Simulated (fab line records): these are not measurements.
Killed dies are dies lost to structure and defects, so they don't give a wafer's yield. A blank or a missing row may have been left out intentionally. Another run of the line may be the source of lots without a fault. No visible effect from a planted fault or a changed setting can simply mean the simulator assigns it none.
Matching of chambers | flow n5_finfet | rie_diel-01 running N5_BEOL_M7_ETCH_61: 4 sister chambers
The step etches SiARC in CF4, target depth 45.5 nm, time 75.8 s. 18 wafers are shown with their chamber, then 9 later ones without.

## WAFERS PAIRED WITH THEIR CHAMBERS
wafer  | chamber | drypump_motor_current_A (A) | showerhead_plenum_p_Torr (Torr) | throttle_valve_pct (%)
L075.3 | 1       | 6.0                         | 2.18                            | 15.23
L075.4 | 0       | 5.3                         | 2.19                            | 16.06
L075.6 | 0       | 5.3                         | 2.19                            | 16.05
L080.1 | 3       | 5.8                         | 2.05                            | 15.64
L080.2 | 0       | 5.3                         | 2.19                            | 15.58
L080.4 | 1       | 6.0                         | 2.18                            | 15.25
L082.1 | 3       | 5.8                         | 2.05                            | 15.66
L082.2 | 2       | 6.3                         | 2.13                            | 15.75
L082.3 | 0       | 5.2                         | 2.19                            | 15.56
L084.3 | 0       | 5.3                         | 2.18                            | 15.60
L084.4 | 2       | 6.3                         | 2.12                            | 15.77
L084.6 | 1       | 6.0                         | 2.17                            | 15.26
L088.1 | 1       | 6.0                         | 2.17                            | 15.29
L088.3 | 0       | 5.3                         | 2.18                            | 15.60
L088.5 | 1       | 6.0                         | 2.17                            | 15.28
L091.1 | 1       | 6.0                         | 2.17                            | 15.28
L091.2 | 3       | 5.8                         | 2.04                            | 15.70
L091.6 | 3       | 5.8                         | 2.04                            | 15.68

SIGNATURES, as means of the wafers listed above
reading                  | chamber 0 | chamber 1 | chamber 2 | chamber 3 | scatter within a chamber
drypump_motor_current_A  | 5.283     | 6.000     | 6.300     | 5.800     | 0.0244
showerhead_plenum_p_Torr | 2.1867    | 2.1733    | 2.1250    | 2.0450    | 0.00546
throttle_valve_pct       | 15.7417   | 15.2650   | 15.7600   | 15.6700   | 0.146
Rule: for each reading, subtract the chamber's mean from the wafer's reading, divide by that reading's scatter and square the result; add these up over the readings and take the root, which gives the wafer's distance from the chamber. If the next closest chamber is less than 2 further off than the closest, the wafer can't be placed; otherwise it belongs to the closest. How the scatter is found: for the shown wafers, subtract from each reading the mean of its chamber, square and add these, divide the total by (wafers less chambers), then take the root.

## WAFERS WITH NO CHAMBER GIVEN
wafer  | drypump_motor_current_A (A) | showerhead_plenum_p_Torr (Torr) | throttle_valve_pct (%)
L092.1 | 5.3                         | 2.18                            | 15.61
L092.3 | 6.2                         | 2.12                            | 15.82
L092.4 | 6.0                         | 2.17                            | 15.32
L093.2 | 5.8                         | 2.04                            | 15.70
L093.4 | 6.2                         | 2.12                            | 15.80
L093.5 | 6.0                         | 2.17                            | 15.30
L097.1 | 5.3                         | 2.18                            | 15.63
L097.3 | 6.2                         | 2.12                            | 15.82
L097.5 | 5.8                         | 2.04                            | 15.71

## CHAMBER TAKEN BY EACH
wafer  | from the rows above | in truth
L092.1 | 0                   | 0
L092.3 | 2                   | 2
L092.4 | 1                   | 1
L093.2 | 3                   | 3
L093.4 | 2                   | 2
L093.5 | 1                   | 1
L097.1 | 0                   | 0
L097.3 | 2                   | 2
L097.5 | 3                   | 3
Placed correctly: 9 of 9. Not placeable from these rows: 0. 0 placed wrongly.
